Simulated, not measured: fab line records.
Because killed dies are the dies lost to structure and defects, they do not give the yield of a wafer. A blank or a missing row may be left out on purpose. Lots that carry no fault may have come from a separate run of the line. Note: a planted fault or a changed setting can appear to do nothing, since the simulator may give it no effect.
Matching of chambers    flow n5 finfet    N5_GATE_CUT_CMP_43 on cmp-02 has 4 sister chambers
The step polishes SiO2. 16 wafers are shown with their chamber, then 8 later ones without.

## WAFERS WITH THEIR CHAMBER
wafer   chamber  motor current A (A)
L077.3  1        11.5
L077.4  0        10.7
L077.5  1        10.8
L077.1  3        13.3
L077.2  2        11.5
L077.6  2        11.9
L082.1  0        10.5
L082.2  1        10.8
L082.6  0        10.8
L084.1  1        11.3
L084.5  2        12.1
L084.6  3        12.9
L088.3  3        12.3
L088.5  3        13.0
L088.6  2        11.0
L090.1  3        13.2

SIGNATURES (means of the wafers above)
reading          chamber 0  chamber 1  chamber 2  chamber 3  scatter within a chamber
motor current A  10.667     11.100     11.625     12.940     0.381
Rule: a wafer lies at a distance from a chamber equal to the root of the sum of squares, over the readings, of (its reading less the chamber's mean, divided by the reading's scatter). If the next closest chamber is less than 2 further off than the closest, the wafer can't be placed; otherwise it belongs to the closest. The scatter: take each reading less its chamber's mean, square it, sum over the shown wafers, divide by the number of wafers less the number of chambers, and take the root.

## WAFERS MISSING THEIR CHAMBER
wafer   motor current A (A)
L090.3  10.1
L090.5  11.8
L094.1  11.6
L094.2  10.0
L094.5  12.1
L095.1  10.7
L095.4  11.2
L095.6  11.8

## CHAMBER TAKEN BY EACH
wafer   from the rows above           in truth
L090.3  can't be placed: 0 or 1       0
L090.5  can't be placed: 2 or 1       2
L094.1  can't be placed: 2 or 1       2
L094.2  can't be placed: 0 or 1       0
L094.5  can't be placed: 2 or 3 or 1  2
L095.1  can't be placed: 0 or 1       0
L095.4  can't be placed: 1 or 2 or 0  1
L095.6  can't be placed: 2 or 1       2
0 of 8 placed correctly. Cannot be placed on the basis of these rows: 8; the candidates contain the true chamber in 8. Wrongly placed: 0.
